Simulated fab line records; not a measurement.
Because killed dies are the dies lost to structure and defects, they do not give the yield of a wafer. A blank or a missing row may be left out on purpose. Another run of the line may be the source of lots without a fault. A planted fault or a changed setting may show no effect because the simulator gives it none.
Split-lot study | flow n5_finfet | route with 1938 steps; 7 lots, 21 wafers read

== ON THE SPLIT ==
At N5_BEOL_M5_TRENCH_ETCH_37 (etches SiCOH lowk in C4F6/O2, target depth 71.652 nm, time 24.7 s), the setting bias_w was moved away from the recipe's 185 W on 6 of the 21 wafers read, by -11.7% to +11.2%. For the rest of the wafers, this setting stayed at what the recipe calls for.

Reading taken at the split's own step.

== THE READING ==
rf_vpp_V, in V, at N5_BEOL_M5_TRENCH_ETCH_37 (etches SiCOH lowk in C4F6/O2, target depth 71.652 nm, time 24.7 s). Fault-free wafers of this fab line usually give 667 V, standard deviation 6.1 V.

wafer  | tool, chamber at the split | bias_w as run, W | against the recipe | rf_vpp_V, V | against lot-mates on the recipe
L075.1 | rie_diel-06, 1             | 185              | recipe             | 673         | -
L075.3 | rie_diel-06, 3             | 185              | recipe             | 670         | -
L075.4 | rie_diel-06, 2             | 185              | recipe             | 660         | -
L080.2 | rie_diel-06, 0             | 165.1            | -10.8%             | 612         | -56
L080.4 | rie_diel-06, 3             | 165.1            | -10.8%             | 611         | -57
L080.6 | rie_diel-06, 3             | 185              | recipe             | 668         | -
L088.1 | rie_diel-01, 0             | 185              | recipe             | 669         | -
L088.3 | rie_diel-01, 1             | 185              | recipe             | 668         | -
L088.4 | rie_diel-01, 2             | 185              | recipe             | 672         | -
L090.3 | rie_diel-01, 1             | 185              | recipe             | 668         | -
L090.4 | rie_diel-01, 2             | 185              | recipe             | 672         | -
L090.6 | rie_diel-01, 1             | 185              | recipe             | 667         | -
L091.3 | rie_diel-01, 0             | 185              | recipe             | 669         | -
L091.5 | rie_diel-01, 0             | 185              | recipe             | 668         | -
L091.6 | rie_diel-01, 1             | 185              | recipe             | 668         | -
L093.2 | rie_diel-06, 2             | 205.8            | +11.2%             | 716         | +43
L093.3 | rie_diel-06, 1             | 185              | recipe             | 673         | -
L093.6 | rie_diel-06, 0             | 205.8            | +11.2%             | 728         | +55
L095.2 | rie_diel-01, 2             | 163.3            | -11.7%             | 608         | -60
L095.3 | rie_diel-01, 0             | 163.3            | -11.7%             | 603         | -65
L095.5 | rie_diel-01, 1             | 185              | recipe             | 668         | -

FIT RESULTS
A straight line over all 21 wafers: rf_vpp_V changes by +5.13 V for each +1% of bias_w; r = +0.99; the points scatter about the line by 3.8 V.
The same after taking each lot's own level away (the mean of its wafers on the recipe; 21 wafers): +4.94 V for each +1%; r = +0.99; scatter 4 V.
On that fit, the largest move of bias_w shifts the reading by 58 V.
From 667.7 to 673.0 V: that is the span of the lots' own levels, equal to 0.9 times the standard deviation above.
The two slopes agree, so the slope changes little with the lot-to-lot level.
Check: with one of the wafers moved furthest among these (-11.7%) left out of the fit, the line predicts -59.2 V for it against its lot-mates. Against them it came out at -60 V.
Tool readings at the split's step, against how far the setting was moved: rf_vpp_V r = +0.99.

== OTHER SPLITS APPLIED TO THESE WAFERS ==
These wafers also went through other splits before the reading. Each is held against what the fit with the lots' levels taken away leaves over:
other split on the same wafers | wafers away from the commonest value | r with rf_vpp_V (lot level and that fit taken away)
N5_BEOL_M4_EXPOSE_25 dose_mj   | 6                                    | -0.02
N5_BEOL_M5_VIA_ETCH_34 bias_w  | 8                                    | +0.40

== FILE'S OWN FIT ==
rf_vpp_V changes by +4.98 V for each +1% of bias_w, r = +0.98.
